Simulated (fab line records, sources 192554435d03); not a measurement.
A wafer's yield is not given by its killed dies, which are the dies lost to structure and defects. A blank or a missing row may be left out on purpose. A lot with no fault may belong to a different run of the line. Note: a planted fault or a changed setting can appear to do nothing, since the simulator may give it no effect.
Matching of chambers + flow n5 finfet + N5_SPACER0_ALD_07 on ald sin-03 has 4 sister chambers
The step deposits SiNx, target thk 2 nm. 8 wafers are shown with their chamber, then 7 later ones without.

EACH WAFER AND ITS CHAMBER
| wafer  | chamber | heater power w (W) |
|--------|---------|--------------------|
| L792.2 | 1       | 683                |
| L792.6 | 3       | 812                |
| L797.3 | 3       | 862                |
| L797.5 | 2       | 860                |
| L800.4 | 2       | 884                |
| L800.6 | 0       | 916                |
| L801.1 | 0       | 945                |
| L801.3 | 1       | 676                |

WAFERS WHOSE CHAMBER IS MISSING
| wafer  | heater power w (W) |
|--------|--------------------|
| L801.4 | 840                |
| L802.2 | 900                |
| L802.3 | 845                |
| L802.6 | 950                |
| L806.2 | 923                |
| L806.4 | 854                |
| L806.6 | 672                |

CHAMBER TAKEN BY EACH
| wafer  | from the rows above          | in truth |
|--------|------------------------------|----------|
| L801.4 | can't be placed: 3 or 2      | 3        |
| L802.2 | can't be placed: 2 or 0 or 3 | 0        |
| L802.3 | can't be placed: 3 or 2      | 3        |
| L802.6 | 0                            | 0        |
| L806.2 | can't be placed: 0 or 2      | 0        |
| L806.4 | can't be placed: 3 or 2      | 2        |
| L806.6 | 1                            | 1        |
Placed correctly: 2 of 7. Not placeable from these rows: 5 (in 5, the candidates include the true chamber). Number placed wrongly: 0.
How it was worked out, from the rows above alone: a wafer's distance from a chamber is the root of the sum, over the readings, of the square of ((its reading less the chamber's mean) divided by the reading's scatter). If the next closest chamber is less than 2 further off than the closest, the wafer can't be placed; otherwise it belongs to the closest. A chamber's mean is the mean of its shown wafers. The scatter: the root of (the sum of the squares of (reading less its chamber's mean) over the shown wafers, divided by (wafers less chambers)).
